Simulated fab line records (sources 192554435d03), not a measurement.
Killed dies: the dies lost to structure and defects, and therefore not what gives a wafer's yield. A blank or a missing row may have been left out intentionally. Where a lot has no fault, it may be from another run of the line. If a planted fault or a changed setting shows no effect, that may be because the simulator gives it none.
Matching of chambers -- flow n5_finfet -- N5_ILD0_CMP_07 on cmp-03: 4 sister chambers
The step polishes SiO2 flowable, stops on poly-Si, t overpolish 1.18 s, target thk 138.88 nm. 4 wafers are shown with their chamber, then 7 later ones without.

WAFERS PAIRED WITH THEIR CHAMBERS
wafer,chamber,motor_current_A (A)
L092.1,1,11.8
L092.3,2,12.5
L093.1,0,11.3
L093.2,3,10.8

WAFERS WITH NO CHAMBER GIVEN
wafer,motor_current_A (A)
L093.4,12.4
L096.2,11.9
L096.3,11.9
L096.5,10.8
L097.2,13.1
L097.4,11.1
L097.6,11.0

CHAMBER TAKEN BY EACH
wafer,from the rows above,in truth
L093.4,can't be placed: 2 or 1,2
L096.2,can't be placed: 1 or 0 or 2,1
L096.3,can't be placed: 1 or 0 or 2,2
L096.5,can't be placed: 3 or 0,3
L097.2,2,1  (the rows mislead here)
L097.4,can't be placed: 0 or 3 or 1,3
L097.6,can't be placed: 3 or 0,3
Correctly placed: 0 of 7. Not placeable from these rows: 6 (in 6, the candidates include the true chamber). 1 placed wrongly.
How it was worked out, from the rows above alone: a wafer's distance from a chamber is the root of the sum, over the readings, of the square of ((its reading less the chamber's mean) divided by the reading's scatter). If the next closest chamber is less than 2 further off than the closest, the wafer can't be placed; otherwise it belongs to the closest. A chamber's mean is the mean of its shown wafers. The scatter: with one shown wafer a chamber, the root of the mean of the squares of how far each hidden wafer lies from its nearest shown one.
